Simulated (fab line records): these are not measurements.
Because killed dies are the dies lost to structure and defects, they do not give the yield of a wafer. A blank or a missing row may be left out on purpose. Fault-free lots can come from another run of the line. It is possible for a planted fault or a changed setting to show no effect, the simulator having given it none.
Which of the tools did it? / flow nand_harc / 13 lots, 39 wafers sampled, at 5 steps of a route of 1302

WHAT THE GAUGES READ, wafer by wafer
NHARC_HYBRID_BOND_OVL_MEAS_05. Usual: overlay_x_nm 5 nm, standard deviation 32; overlay_y_nm -1 nm, standard deviation 33.
lot=L707; measured=day 24 00:17; on=overlay-02; overlay_x_nm (nm)=43 -54 2; overlay_y_nm (nm)=16 10 -8; flag=
lot=L706; measured=day 24 07:34; on=overlay-02; overlay_x_nm (nm)=86 63 -6; overlay_y_nm (nm)=31 -5 -10; flag=
lot=L708; measured=day 24 13:23; on=overlay-01; overlay_x_nm (nm)=16 -21 2; overlay_y_nm (nm)=6 -14 -4; flag=
lot=L709; measured=day 25 08:28; on=overlay-02; overlay_x_nm (nm)=-3 19 5; overlay_y_nm (nm)=85 14 -4; flag=
lot=L714; measured=day 27 19:23; on=overlay-02; overlay_x_nm (nm)=25 12 -14; overlay_y_nm (nm)=-9 10 35; flag=
lot=L713; measured=day 28 04:48; on=overlay-02; overlay_x_nm (nm)=35 28 18; overlay_y_nm (nm)=14 -55 -56; flag=
lot=L710; measured=day 28 04:50; on=overlay-01; overlay_x_nm (nm)=-2; overlay_y_nm (nm)=34; flag=
lot=L716; measured=day 28 18:54; on=overlay-01; overlay_x_nm (nm)=-42 -23; overlay_y_nm (nm)=-22 -26; flag=
lot=L715; measured=day 29 21:23; on=overlay-02; overlay_x_nm (nm)=-14 58 2; overlay_y_nm (nm)=13 -50 -37; flag=
lot=L722; measured=day 30 15:22; on=overlay-02; overlay_x_nm (nm)=8 18 -41; overlay_y_nm (nm)=48 -2 -15; flag=
lot=L725; measured=day 31 21:40; on=overlay-02; overlay_x_nm (nm)=19 -35 56; overlay_y_nm (nm)=-15 -23 15; flag=
lot=L726; measured=day 31 21:40; on=overlay-01; overlay_x_nm (nm)=43 -14 -77; overlay_y_nm (nm)=14 38 58; flag=
lot=L729; measured=day 34 21:40; on=overlay-01; overlay_x_nm (nm)=-12 9 11; overlay_y_nm (nm)=-35 23 33; flag=

NHARC_THIN_TSV_CD_MEAS_16. Usual: cd_nm reads 999.6 nm (standard deviation 2).
lot=L707; measured=day 24 05:12; on=cd_sem-02; cd_nm (nm)=999.2 998.5 998.2; flag=
lot=L706; measured=day 24 11:24; on=cd_sem-02; cd_nm (nm)=1004.2 1001.8 1001.6; flag=
lot=L708; measured=day 24 17:04; on=cd_sem-03; cd_nm (nm)=1000.2 999.7 998.8; flag=
lot=L709; measured=day 25 12:04; on=cd_sem-01; cd_nm (nm)=999.0 997.4 997.9; flag=
lot=L714; measured=day 27 23:04; on=cd_sem-02; cd_nm (nm)=996.4 996.1 999.5; flag=
lot=L713; measured=day 28 08:47; on=cd_sem-01; cd_nm (nm)=998.6 1002.0 1000.8; flag=
lot=L710; measured=day 28 10:23; on=cd_sem-02; cd_nm (nm)=999.1; flag=
lot=L716; measured=day 28 22:30; on=cd_sem-03; cd_nm (nm)=997.5 999.6; flag=
lot=L715; measured=day 30 02:28; on=cd_sem-01; cd_nm (nm)=997.7 1000.1 997.5; flag=
lot=L722; measured=day 30 19:00; on=cd_sem-03; cd_nm (nm)=996.2 1001.7 998.3; flag=
lot=L725; measured=day 32 03:47; on=cd_sem-02; cd_nm (nm)=999.2 998.2 1000.4; flag=
lot=L726; measured=day 32 05:17; on=cd_sem-01; cd_nm (nm)=1001.0 1003.7 999.8; flag=
lot=L729; measured=day 35 04:19; on=cd_sem-03; cd_nm (nm)=997.9 1000.0 1003.2; flag=

NHARC_END_SORT_01. Usual: defect_limited_yield 91.3 %, standard deviation 2.7; killed_at_array 54, standard deviation 18; killed_at_other 0.9, standard deviation 1.2; killed_at_periphery 4.4, standard deviation 2.9; killed_dies 59, standard deviation 18; killed_open 3.2, standard deviation 1.8; killed_short 2.6, standard deviation 1.8.
lot=L707; measured=day 24 21:49; on=prober-02; defect_limited_yield (%)=89.5 91.9 87.3; killed_at_array=68 52 85; killed_at_other=0 1 0; killed_at_periphery=3 2 1; killed_dies=71 55 86; killed_open=4 2 5; killed_short=2 1 2; flag=
lot=L708; measured=day 25 08:48; on=prober-02; defect_limited_yield (%)=91.1 89.4 89.4; killed_at_array=51 65 67; killed_at_other=2 1 1; killed_at_periphery=7 6 4; killed_dies=60 72 72; killed_open=4 4 3; killed_short=3 2 1; flag=
lot=L714; measured=day 28 17:14; on=prober-02; defect_limited_yield (%)=89.8 91.9 91.6; killed_at_array=63 53 50; killed_at_other=3 0 6; killed_at_periphery=3 2 1; killed_dies=69 55 57; killed_open=4 3 7; killed_short=6 2 2; flag=
lot=L710; measured=day 29 00:13; on=prober-02; defect_limited_yield (%)=0 91.6 0; killed_at_array=675 55 672; killed_at_other=0 0 4; killed_at_periphery=2 2 1; killed_dies=677 57 677; killed_open=3 1 2; killed_short=5 1 2; flag=OFF
lot=L716; measured=day 29 14:12; on=prober-01; defect_limited_yield (%)=91.3 88.8 0; killed_at_array=54 69 674; killed_at_other=1 0 0; killed_at_periphery=4 7 3; killed_dies=59 76 677; killed_open=1 4 3; killed_short=3 3 1; flag=OFF
lot=L722; measured=day 31 16:09; on=prober-01; defect_limited_yield (%)=91.7 92.3 90.8; killed_at_array=47 47 56; killed_at_other=3 0 1; killed_at_periphery=6 5 5; killed_dies=56 52 62; killed_open=3 4 2; killed_short=6 2 2; flag=
lot=L725; measured=day 32 17:38; on=prober-01; defect_limited_yield (%)=87.9 89.2 91.3; killed_at_array=75 68 51; killed_at_other=0 0 1; killed_at_periphery=7 5 7; killed_dies=82 73 59; killed_open=2 5 2; killed_short=9 3 3; flag=
lot=L726; measured=day 32 21:37; on=prober-02; defect_limited_yield (%)=90.3 91.0 90.7; killed_at_array=61 54 58; killed_at_other=1 1 0; killed_at_periphery=4 6 5; killed_dies=66 61 63; killed_open=3 6 3; killed_short=3 0 0; flag=

WHAT TOOL EACH LOT RAN ON (gives the tool, then ch and the chambers of the sampled wafers, and finally the start)
lot=L707; NHARC_A_BONDPAD_ECD_18=ecd_cu-01 ch 0,1, day 23 15:21; NHARC_THIN_TSV_ETCH_59=rie_metal-02 ch 0,1, day 24 10:27
lot=L706; NHARC_A_BONDPAD_ECD_18=ecd_cu-01 ch 0,1, day 23 17:34; NHARC_THIN_TSV_ETCH_59=rie_metal-03 ch 1, day 24 16:40
lot=L708; NHARC_A_BONDPAD_ECD_18=ecd_cu-02 ch 0,1, day 24 02:07; NHARC_THIN_TSV_ETCH_59=rie_metal-03 ch 0,1, day 24 23:16
lot=L709; NHARC_A_BONDPAD_ECD_18=ecd_cu-02 ch 0,1, day 24 20:23; NHARC_THIN_TSV_ETCH_59=rie_metal-03 ch 0,1, day 25 17:14
lot=L714; NHARC_A_BONDPAD_ECD_18=ecd_cu-01 ch 1, day 27 08:35; NHARC_THIN_TSV_ETCH_59=rie_metal-03 ch 0,1, day 28 04:18
lot=L713; NHARC_A_BONDPAD_ECD_18=ecd_cu-02 ch 0,1, day 27 18:02; NHARC_THIN_TSV_ETCH_59=rie_metal-01 ch 0,1, day 28 14:08
lot=L710; NHARC_A_BONDPAD_ECD_18=ecd_cu-02 ch 1, day 27 21:26; NHARC_THIN_TSV_ETCH_59=rie_metal-02 ch 0, day 28 15:35
lot=L716; NHARC_A_BONDPAD_ECD_18=ecd_cu-02 ch 0,1, day 28 05:34; NHARC_THIN_TSV_ETCH_59=rie_metal-02 ch 0,1, day 29 03:49
lot=L715; NHARC_A_BONDPAD_ECD_18=ecd_cu-01 ch 0,1, day 29 00:16; NHARC_THIN_TSV_ETCH_59=rie_metal-02 ch 0,1, day 30 07:50
lot=L722; NHARC_A_BONDPAD_ECD_18=ecd_cu-01 ch 0,1, day 30 05:44; NHARC_THIN_TSV_ETCH_59=rie_metal-03 ch 0,1, day 31 00:19
lot=L725; NHARC_A_BONDPAD_ECD_18=ecd_cu-02 ch 0,1, day 31 09:41; NHARC_THIN_TSV_ETCH_59=rie_metal-02 ch 0,1, day 32 08:53
lot=L726; NHARC_A_BONDPAD_ECD_18=ecd_cu-02 ch 0,1, day 31 10:13; NHARC_THIN_TSV_ETCH_59=rie_metal-03 ch 0,1, day 32 10:32
lot=L729; NHARC_A_BONDPAD_ECD_18=ecd_cu-02 ch 0,1, day 34 07:35; NHARC_THIN_TSV_ETCH_59=rie_metal-02 ch 0,1, day 35 09:46
- NHARC_A_BONDPAD_ECD_18: material Cu, target thk 400 nm.
- NHARC_THIN_TSV_ETCH_59: etches the open film in Cl2/BCl3, target depth 880 nm, time 138.1 s.

WHAT THE TOOLS THEMSELVES READ (means of the sampled wafers that have a number; where no wafer has one, the mark that the record gives instead)
NHARC_A_BONDPAD_ECD_18. Usual: bath_heat_duty_pct reads 5.8 % (standard deviation 0.58).
lot=L707; tool=ecd_cu-01; bath_heat_duty_pct (%)=5.8; flag=
lot=L706; tool=ecd_cu-01; bath_heat_duty_pct (%)=6.1; flag=
lot=L708; tool=ecd_cu-02; bath_heat_duty_pct (%)=6.5; flag=
lot=L709; tool=ecd_cu-02; bath_heat_duty_pct (%)=5.5; flag=
lot=L714; tool=ecd_cu-01; bath_heat_duty_pct (%)=5.3; flag=
lot=L713; tool=ecd_cu-02; bath_heat_duty_pct (%)=5.6; flag=
lot=L710; tool=ecd_cu-02; bath_heat_duty_pct (%)=5.6; flag=
lot=L716; tool=ecd_cu-02; bath_heat_duty_pct (%)=6.0; flag=
lot=L715; tool=ecd_cu-01; bath_heat_duty_pct (%)=5.5; flag=
lot=L722; tool=ecd_cu-01; bath_heat_duty_pct (%)=5.5; flag=
lot=L725; tool=ecd_cu-02; bath_heat_duty_pct (%)=5.5; flag=
lot=L726; tool=ecd_cu-02; bath_heat_duty_pct (%)=5.4; flag=
lot=L729; tool=ecd_cu-02; bath_heat_duty_pct (%)=5.5; flag=

NHARC_THIN_TSV_ETCH_59. Usual: drypump_motor_current_A 5.5 A, standard deviation 0.47; oes_product_au 0.998 a.u., standard deviation 0.0093; rf_fwd_power_W 895.9 W, standard deviation 2.8; throttle_valve_pct 22.264 %, standard deviation 0.0093.
lot=L707; tool=rie_metal-02; drypump_motor_current_A (A)=6.1; oes_product_au (a.u.)=0.983; rf_fwd_power_W (W)=898.7; throttle_valve_pct (%)=22.258; flag=
lot=L706; tool=rie_metal-03; drypump_motor_current_A (A)=4.9; oes_product_au (a.u.)=0.993; rf_fwd_power_W (W)=896.3; throttle_valve_pct (%)=22.252; flag=
lot=L708; tool=rie_metal-03; drypump_motor_current_A (A)=5.1; oes_product_au (a.u.)=0.993; rf_fwd_power_W (W)=893.5; throttle_valve_pct (%)=22.270; flag=
lot=L709; tool=rie_metal-03; drypump_motor_current_A (A)=5.1; oes_product_au (a.u.)=0.994; rf_fwd_power_W (W)=894.6; throttle_valve_pct (%)=22.261; flag=
lot=L714; tool=rie_metal-03; drypump_motor_current_A (A)=5.3; oes_product_au (a.u.)=0.993; rf_fwd_power_W (W)=897.7; throttle_valve_pct (%)=22.274; flag=
lot=L713; tool=rie_metal-01; drypump_motor_current_A (A)=5.3; oes_product_au (a.u.)=1.011; rf_fwd_power_W (W)=896.6; throttle_valve_pct (%)=22.270; flag=
lot=L710; tool=rie_metal-02; drypump_motor_current_A (A)=5.9; oes_product_au (a.u.)=0.995; rf_fwd_power_W (W)=898.0; throttle_valve_pct (%)=22.273; flag=
lot=L716; tool=rie_metal-02; drypump_motor_current_A (A)=6.1; oes_product_au (a.u.)=0.993; rf_fwd_power_W (W)=897.2; throttle_valve_pct (%)=22.258; flag=
lot=L715; tool=rie_metal-02; drypump_motor_current_A (A)=6.0; oes_product_au (a.u.)=0.992; rf_fwd_power_W (W)=893.7; throttle_valve_pct (%)=22.259; flag=
lot=L722; tool=rie_metal-03; drypump_motor_current_A (A)=5.1; oes_product_au (a.u.)=1.004; rf_fwd_power_W (W)=894.6; throttle_valve_pct (%)=22.264; flag=
lot=L725; tool=rie_metal-02; drypump_motor_current_A (A)=6.0; oes_product_au (a.u.)=0.989; rf_fwd_power_W (W)=895.4; throttle_valve_pct (%)=22.257; flag=
lot=L726; tool=rie_metal-03; drypump_motor_current_A (A)=5.3; oes_product_au (a.u.)=1.004; rf_fwd_power_W (W)=897.3; throttle_valve_pct (%)=22.263; flag=
lot=L729; tool=rie_metal-02; drypump_motor_current_A (A)=6.0; oes_product_au (a.u.)=0.997; rf_fwd_power_W (W)=899.1; throttle_valve_pct (%)=22.261; flag=

THE ANSWER, worked out from the rows above alone
Rule: a lot is off if the mean of its wafers that have a number lies more than 3 standard deviations from the usual mean. Also off: a lot with no number at a reading for which 4 or more lots have one. All remaining lots with rows at the step are treated as sound. The gauges are gone through in route order, then the tools' own readings, and for those a lot's mean is taken as printed above. The first step at which some lot is off is used, and at that step the reading that is off furthest; a lot without a number counts as furthest.
Off: L710, L716, at NHARC_END_SORT_01 (killed_at_array). Neither off nor sound, because the step has no rows for them: L706, L709, L713, L715, L729.
If a tool, at a process step before that reading, ran all the lots that are off and no sound lot after the first of them, it fits. The gauges at NHARC_END_SORT_01 are tried like those tools. Of those tried, none fits.

WHAT HAD BEEN PUT IN BY THE SIMULATOR
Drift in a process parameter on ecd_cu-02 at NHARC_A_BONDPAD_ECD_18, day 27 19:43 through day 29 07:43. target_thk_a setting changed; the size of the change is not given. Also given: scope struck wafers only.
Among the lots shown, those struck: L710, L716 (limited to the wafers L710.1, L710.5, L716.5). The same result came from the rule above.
